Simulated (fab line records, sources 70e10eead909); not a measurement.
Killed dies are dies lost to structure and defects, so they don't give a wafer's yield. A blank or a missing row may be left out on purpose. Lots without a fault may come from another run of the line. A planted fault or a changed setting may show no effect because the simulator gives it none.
Tool commonality check | flow nand_harc | 9 lots, 27 wafers sampled

WHY IT WAS OPENED
At NHARC_END_SORT_01 the reading killed_at_periphery is flagged on 1 of 9 lots. Wafers without a fault read 3.2, standard deviation 2.2.
Rule: a lot is flagged when every wafer of it that has a number lies more than 4 standard deviations from that mean, or none has a number. The other lots count as sound.

lot  | measured     | on        | killed_at_periphery, wafer by wafer | flag
L534 | day 20 11:44 | prober-02 | 3 3 5                               |
L537 | day 21 10:09 | prober-01 | 648 637 654                         | FLAGGED
L547 | day 23 06:19 | prober-02 | 3 0 1                               |
L550 | day 23 08:43 | prober-01 | 3 1 3                               |
L549 | day 23 14:08 | prober-02 | 1 4 7                               |
L551 | day 24 06:42 | prober-01 | 2 2 1                               |
L552 | day 24 09:04 | prober-02 | 3 2 3                               |
L554 | day 24 16:58 | prober-01 | 1 1 4                               |
L555 | day 24 22:14 | prober-02 | 2 3 1                               |
The numbers of the flagged lots are 646.3 on average: +643.1 against the usual, or +99 or more standard deviations.

WHICH TOOL RAN EACH LOT
The record holds 2 process steps before the reading, out of a route of 1159 steps. In each cell: the tool, then ch and the chambers that the sampled wafers went through, then the start.
lot  | flag    | NHARC_P_ZERO_WELL_EXPOSE_49      | NHARC_P_GATE_ETCH_32
L534 |         | krf_scanner-04 ch 0, day 1 17:42 | rie_si-03 ch 0,1,3, day 5 00:05
L537 | FLAGGED | krf_scanner-01 ch 0, day 2 11:38 | no row
L547 |         | krf_scanner-01 ch 0, day 4 23:45 | rie_si-06 ch 1,2,3, day 8 02:45
L550 |         | krf_scanner-01 ch 0, day 5 17:39 | rie_si-06 ch 0,2,3, day 8 13:11
L549 |         | krf_scanner-01 ch 0, day 5 11:43 | rie_si-06 ch 0,1,3, day 8 12:05
L551 |         | krf_scanner-04 ch 0, day 6 00:02 | rie_si-04 ch 2,3, day 9 07:25
L552 |         | krf_scanner-01 ch 0, day 6 05:45 | rie_si-03 ch 0,1,3, day 9 08:05
L554 |         | krf_scanner-04 ch 0, day 6 17:34 | rie_si-04 ch 1,2, day 9 15:09
L555 |         | krf_scanner-01 ch 0, day 6 23:51 | rie_si-04 ch 1,2,3, day 10 05:18
What these steps do:
- NHARC_P_ZERO_WELL_EXPOSE_49: exposes mask P HVPW, target cd 2000 nm.
- NHARC_P_GATE_ETCH_32: etches the open film in HBr/Cl2, target depth 150 nm, time 100.1 s.
- NHARC_END_SORT_01

FLAGGED OVER TOTAL, TOOL BY TOOL (the gauges that took the reading come last)
step                        | tool           | lots run | flagged | share of the flagged lots | sound lots run after its first flagged lot
NHARC_P_ZERO_WELL_EXPOSE_49 | krf_scanner-01 | 6        | 1       | all                       | 5 (L547,L549,L550,L552,L555)
NHARC_P_ZERO_WELL_EXPOSE_49 | krf_scanner-04 | 3        | 0       | none                      | -
NHARC_P_GATE_ETCH_32        | rie_si-03      | 2        | 0       | none                      | -
NHARC_P_GATE_ETCH_32        | rie_si-04      | 3        | 0       | none                      | -
NHARC_P_GATE_ETCH_32        | rie_si-06      | 3        | 0       | none                      | -
NHARC_END_SORT_01           | prober-01      | 4        | 1       | all                       | 3 (L550,L551,L554)
NHARC_END_SORT_01           | prober-02      | 5        | 0       | none                      | -

WHAT THE TABLE ALLOWS
2 rows of the table ran every flagged lot: krf_scanner-01 at NHARC_P_ZERO_WELL_EXPOSE_49, prober-01 at NHARC_END_SORT_01.
- krf_scanner-01 at NHARC_P_ZERO_WELL_EXPOSE_49: 1 of its 6 lots flagged. Sound lots ran on it after the first flagged one (L547, L549, L550, L552, L555), which a lasting fault on the whole tool wouldn't allow.
- prober-01 at NHARC_END_SORT_01: 1 of its 4 lots flagged. Sound lots ran on it after the first flagged one (L550, L551, L554), which a lasting fault on the whole tool wouldn't allow.
No row of the table ran every flagged lot and no sound lot after the first.

WHAT THE SIMULATOR HAD PUT IN
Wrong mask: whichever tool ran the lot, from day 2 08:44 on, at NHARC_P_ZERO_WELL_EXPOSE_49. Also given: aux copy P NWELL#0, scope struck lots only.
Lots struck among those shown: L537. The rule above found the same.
